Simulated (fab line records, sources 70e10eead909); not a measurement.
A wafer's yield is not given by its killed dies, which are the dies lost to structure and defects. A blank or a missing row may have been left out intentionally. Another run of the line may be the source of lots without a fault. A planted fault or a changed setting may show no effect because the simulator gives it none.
Matching of chambers -- flow nandHarc -- NHARC_A_CHANNEL_FILL_D2_ALD_16 on aldHk-02 has 4 sister chambers
The step deposits SiO2, target thk 1.5 nm, pulse time 10 s, ald cycles 15. 8 wafers are shown with their chamber, then 7 later ones without.

== WAFERS WITH THEIR CHAMBER ==
wafer,chamber,heaterPowerW (W),heaterPowerOuterW (W)
L077.2,3,405,245
L077.5,3,406,235
L085.1,2,503,262
L087.4,2,497,273
L087.5,0,447,225
L087.6,1,456,277
L089.2,1,456,274
L089.4,0,448,234

== WAFERS MISSING THEIR CHAMBER ==
wafer,heaterPowerW (W),heaterPowerOuterW (W)
L089.6,453,277
L091.1,393,228
L091.2,462,276
L091.6,486,272
L096.1,388,228
L096.3,462,276
L096.6,500,269

== CHAMBER TAKEN BY EACH ==
wafer,from the rows above,in truth
L089.6,1,1
L091.1,3,3
L091.2,1,1
L091.6,2,2
L096.1,3,3
L096.3,1,1
L096.6,2,2
Correct placement for 7 of the 7. Not placeable from these rows: 0. Wrongly placed: 0.
How it was worked out, from the rows above alone: a wafer's distance from a chamber is the root of the sum, over the readings, of the square of ((its reading less the chamber's mean) divided by the reading's scatter). If the next closest chamber is less than 2 further off than the closest, the wafer can't be placed; otherwise it belongs to the closest. For every chamber, the mean is computed from those of its wafers that are shown. How the scatter is found: for the shown wafers, subtract from each reading the mean of its chamber, square and add these, divide the total by (wafers less chambers), then take the root.
